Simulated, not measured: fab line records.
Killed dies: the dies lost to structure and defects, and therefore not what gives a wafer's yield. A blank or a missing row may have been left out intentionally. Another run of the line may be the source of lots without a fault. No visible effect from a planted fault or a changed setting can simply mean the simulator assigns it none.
Lot-split experiment | flow n5-finfet | 39 wafers read from 7 lots, route of 1938 steps

== THE SPLIT ==
At N5_MOL_CONTACT_COAG_ETCHBACK_135 (etches SiO2 in CHF3, target depth 25 nm, time 16.7 s), the setting target-depth-a was moved away from the recipe's 250 angstrom on 15 of the 39 wafers read, by -55.9% to +44.6%. For the rest of the wafers, this setting stayed at what the recipe calls for.

Reading taken at the split's own step.

== THE READING ==
SOC_of_MOL_CONTACT_COAG_COAT_75.thk-nm (the simulator's own value, which no gauge read), in nm, at N5_MOL_CONTACT_COAG_ETCHBACK_135 (etches SiO2 in CHF3, target depth 25 nm, time 16.7 s). No usual value for it is given in the file. The 24 wafers here that ran the recipe average 57.4 nm, standard deviation 0.18 nm.

wafer  | tool, chamber at the split | target-depth-a as run, angstrom | against the recipe | SOC_of_MOL_CONTACT_COAG_COAT_75.thk-nm, nm | against lot-mates on the recipe
L074.1 | rie-diel-04, 3             | 110.3                           | -55.9%             | 58.8                                       | +1.2
L074.2 | rie-diel-04, 0,2,1         | 250                             | recipe             | 57.6                                       | -
L074.4 | rie-diel-04, 0,2,1         | 250                             | recipe             | 57.6                                       | -
L074.5 | rie-diel-04, 0,2,1         | 250                             | recipe             | 57.6                                       | -
L074.3 | rie-diel-04, 1,2           | 110.3                           | -55.9%             | 59                                         | +1.4
L074.6 | rie-diel-04, 1,2           | 110.3                           | -55.9%             | 59                                         | +1.4
L075.1 | rie-diel-01, 1,0           | 250                             | recipe             | 57.2                                       | -
L075.4 | rie-diel-01, 1,0           | 250                             | recipe             | 57.2                                       | -
L075.2 | rie-diel-01, 2,3           | 204.3                           | -18.3%             | 58                                         | +0.7
L075.3 | rie-diel-01, 2,3           | 204.3                           | -18.3%             | 58                                         | +0.7
L075.5 | rie-diel-01, 3             | 204.3                           | -18.3%             | 57.8                                       | +0.5
L075.6 | rie-diel-01, 2             | 250                             | recipe             | 57.4                                       | -
L082.1 | rie-diel-06, 1,3           | 250                             | recipe             | 57.2                                       | -
L082.6 | rie-diel-06, 1,3           | 250                             | recipe             | 57.2                                       | -
L082.4 | rie-diel-06, 3             | 250                             | recipe             | 57.4                                       | -
L085.1 | rie-diel-01, 3             | 137.7                           | -44.9%             | 58.6                                       | +1.1
L085.2 | rie-diel-01, 2,0           | 250                             | recipe             | 57.4                                       | -
L085.3 | rie-diel-01, 2,0           | 250                             | recipe             | 57.4                                       | -
L085.4 | rie-diel-01, 1             | 137.7                           | -44.9%             | 58.4                                       | +0.9
L085.5 | rie-diel-01, 1             | 137.7                           | -44.9%             | 58.4                                       | +0.9
L085.6 | rie-diel-01, 0             | 250                             | recipe             | 57.6                                       | -
L088.1 | rie-diel-04, 0             | 250                             | recipe             | 57.8                                       | -
L088.2 | rie-diel-04, 1,2           | 250                             | recipe             | 57.6                                       | -
L088.3 | rie-diel-04, 1,2           | 250                             | recipe             | 57.6                                       | -
L088.4 | rie-diel-04, 2             | 361.6                           | +44.6%             | 56.6                                       | -1.1
L088.5 | rie-diel-04, 1             | 361.6                           | +44.6%             | 56.4                                       | -1.3
L088.6 | rie-diel-04, 0             | 361.6                           | +44.6%             | 56.2                                       | -1.5
L089.1 | rie-diel-04, 0             | 250                             | recipe             | 57.4                                       | -
L089.2 | rie-diel-04, 1             | 151.9                           | -39.2%             | 58.6                                       | +1.1
L089.5 | rie-diel-04, 1             | 151.9                           | -39.2%             | 58.6                                       | +1.1
L089.3 | rie-diel-04, 2             | 151.9                           | -39.2%             | 58.4                                       | +0.9
L089.4 | rie-diel-04, 0,2           | 250                             | recipe             | 57.6                                       | -
L089.6 | rie-diel-04, 0,2           | 250                             | recipe             | 57.6                                       | -
L094.1 | rie-diel-06, 2,0,1,2       | 250                             | recipe             | 57.2                                       | -
L094.3 | rie-diel-06, 2,0,1,2       | 250                             | recipe             | 57.2                                       | -
L094.4 | rie-diel-06, 2,0,1,2       | 250                             | recipe             | 57.2                                       | -
L094.5 | rie-diel-06, 2,0,1,2       | 250                             | recipe             | 57.2                                       | -
L094.2 | rie-diel-06, 3             | 250                             | recipe             | 57.4                                       | -
L094.6 | rie-diel-06, 3             | 250                             | recipe             | 57.4                                       | -
When a row names more than one chamber, that row covers several wafers, and the file does not tell which wafer ran in which chamber.

THE FIT
A straight line over all 39 wafers: SOC_of_MOL_CONTACT_COAG_COAT_75.thk-nm changes by -0.0253 nm for each +1% of target-depth-a; r = -0.97; the points scatter about the line by 0.17 nm.
The same after taking each lot's own level away (the mean of its wafers on the recipe; 39 wafers): -0.0254 nm for each +1%; r = -0.98; scatter 0.13 nm.
On that fit, the largest move of target-depth-a shifts the reading by 1.4 nm.
Measured against the standard deviation above, the lots' own levels, which go from 57.27 to 57.67 nm, span 2.2 times it.
So the lot-to-lot level changes the slope little: the two slopes agree.
Check: with one of the wafers moved furthest among these (-55.9%) left out of the fit, the line predicts +1.44 nm for it against its lot-mates. It came out at +1.2 nm against them.

== OTHER SPLITS ON THESE WAFERS ==
These wafers also went through other splits before the reading. Each is held against what the fit with the lots' levels taken away leaves over:
other split on the same wafers    | wafers away from the commonest value | r with SOC_of_MOL_CONTACT_COAG_COAT_75.thk-nm (lot level and that fit taken away)
N5_FIN_SAQP_PECVD_06 time-s       | 12                                   | +0.00
N5_DUMMY_GATE_ALD_02 target-thk-a | 15                                   | -0.05

== THE FILE'S OWN FIT ==
SOC_of_MOL_CONTACT_COAG_COAT_75.thk-nm changes by -0.0252 nm for each +1% of target-depth-a, r = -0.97.
